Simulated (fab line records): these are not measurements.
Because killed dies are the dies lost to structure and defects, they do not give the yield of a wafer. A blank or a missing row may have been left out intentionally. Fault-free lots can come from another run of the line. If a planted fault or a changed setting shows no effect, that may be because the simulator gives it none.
Chamber matching	flow n5-finfet	N5_MOL_CONTACT_COAG_ETCHBACK_132 on rie-diel-05 has 4 sister chambers
The step etches SiO2 in CHF3, target depth 10 nm, time 6.7 s. 4 wafers are shown with their chamber, then 10 later ones without.

WAFERS PAIRED WITH THEIR CHAMBERS
wafer	chamber	rf-vpp-V (V)
L082.6	1	510
L083.6	3	524
L087.1	2	528
L087.4	0	512

WAFERS MISSING THEIR CHAMBER
wafer	rf-vpp-V (V)
L087.5	508
L088.2	509
L088.5	512
L088.6	527
L092.4	508
L092.5	528
L092.6	513
L093.1	509
L093.2	512
L093.6	508

EACH ONE'S CHAMBER
wafer	from the rows above	in truth
L087.5	can't be placed: 1 or 0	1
L088.2	can't be placed: 1 or 0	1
L088.5	can't be placed: 0 or 1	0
L088.6	can't be placed: 2 or 3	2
L092.4	can't be placed: 1 or 0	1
L092.5	2	2
L092.6	can't be placed: 0 or 1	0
L093.1	can't be placed: 1 or 0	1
L093.2	can't be placed: 0 or 1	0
L093.6	can't be placed: 1 or 0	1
Correct placement for 1 of the 10. From these rows, 9 cannot be placed; in 9 the true chamber is one of the candidates. 0 placed wrongly.
How it was worked out, from the rows above alone: a wafer's distance from a chamber is the root of the sum, over the readings, of the square of ((its reading less the chamber's mean) divided by the reading's scatter). The wafer belongs to the nearest chamber; if the next one is less than 2 further off, it can't be placed. For every chamber, the mean is computed from those of its wafers that are shown. The scatter: root of mean squared gap, hidden wafer to nearest shown wafer, with one shown wafer a chamber.
